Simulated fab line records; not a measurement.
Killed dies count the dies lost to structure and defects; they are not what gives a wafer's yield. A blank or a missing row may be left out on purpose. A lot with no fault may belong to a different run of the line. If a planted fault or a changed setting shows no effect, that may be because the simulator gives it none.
Matching of chambers | flow n5-finfet | N5_BEOL_M13_ILD_DEP_00 on pecvd-04 has 3 sister chambers
The step deposits SiOC from DEMS/O2, target thk 837.92 nm, time 166.4 s. 16 wafers are shown with their chamber, then 8 later ones without.

WAFERS WITH THEIR CHAMBER
wafer  | chamber | throttle-valve-pct (%) | heater-power-w (W) | showerhead-plenum-p-Torr (Torr)
L076.1 | 0       | 11.6                   | 413                | 5.684
L076.3 | 1       | 12.1                   | 427                | 5.675
L076.4 | 2       | 11.3                   | 574                | 5.683
L080.1 | 1       | 12.2                   | 399                | 5.711
L080.2 | 2       | 11.1                   | 527                | 5.698
L080.6 | 0       | 11.5                   | 391                | 5.694
L079.1 | 2       | 11.2                   | 496                | 5.688
L079.2 | 1       | 12.5                   | 425                | 5.705
L079.3 | 0       | 11.7                   | 486                | 5.691
L079.4 | 0       | 11.5                   | 385                | 5.680
L079.5 | 2       | 11.0                   | 552                | 5.691
L079.6 | 1       | 12.1                   | 451                | 5.702
L083.1 | 2       | 11.1                   | 542                | 5.691
L083.4 | 0       | 11.5                   | 500                | 5.684
L083.6 | 2       | 11.0                   | 590                | 5.685
L084.3 | 0       | 11.3                   | 480                | 5.697

SIGNATURES, as means of the wafers listed above
reading                  | chamber 0 | chamber 1 | chamber 2 | scatter within a chamber
throttle-valve-pct       | 11.517    | 12.225    | 11.117    | 0.143
heater-power-w           | 442.50    | 425.50    | 546.83    | 39.6
showerhead-plenum-p-Torr | 5.68833   | 5.69825   | 5.68933   | 0.0093
Rule: a wafer's distance from a chamber is the root of the sum, over the readings, of the square of ((its reading less the chamber's mean) divided by the reading's scatter). If the next closest chamber is less than 2 further off than the closest, the wafer can't be placed; otherwise it belongs to the closest. The scatter: take each reading less its chamber's mean, square it, sum over the shown wafers, divide by the number of wafers less the number of chambers, and take the root.

WAFERS MISSING THEIR CHAMBER
wafer  | throttle-valve-pct (%) | heater-power-w (W) | showerhead-plenum-p-Torr (Torr)
L084.5 | 11.1                   | 497                | 5.696
L084.6 | 11.4                   | 380                | 5.689
L089.1 | 11.4                   | 500                | 5.687
L089.4 | 11.3                   | 395                | 5.696
L089.6 | 11.4                   | 429                | 5.687
L090.2 | 12.4                   | 445                | 5.705
L090.3 | 11.2                   | 515                | 5.695
L090.4 | 12.3                   | 462                | 5.692

EACH ONE'S CHAMBER
wafer  | from the rows above     | in truth
L084.5 | can't be placed: 2 or 0 | 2
L084.6 | 0                       | 0
L089.1 | can't be placed: 0 or 2 | 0
L089.4 | 0                       | 0
L089.6 | 0                       | 0
L090.2 | 1                       | 1
L090.3 | can't be placed: 2 or 0 | 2
L090.4 | 1                       | 1
Placed correctly: 5 of 8. From these rows, 3 cannot be placed; in 3 the true chamber is one of the candidates. Number placed wrongly: 0.
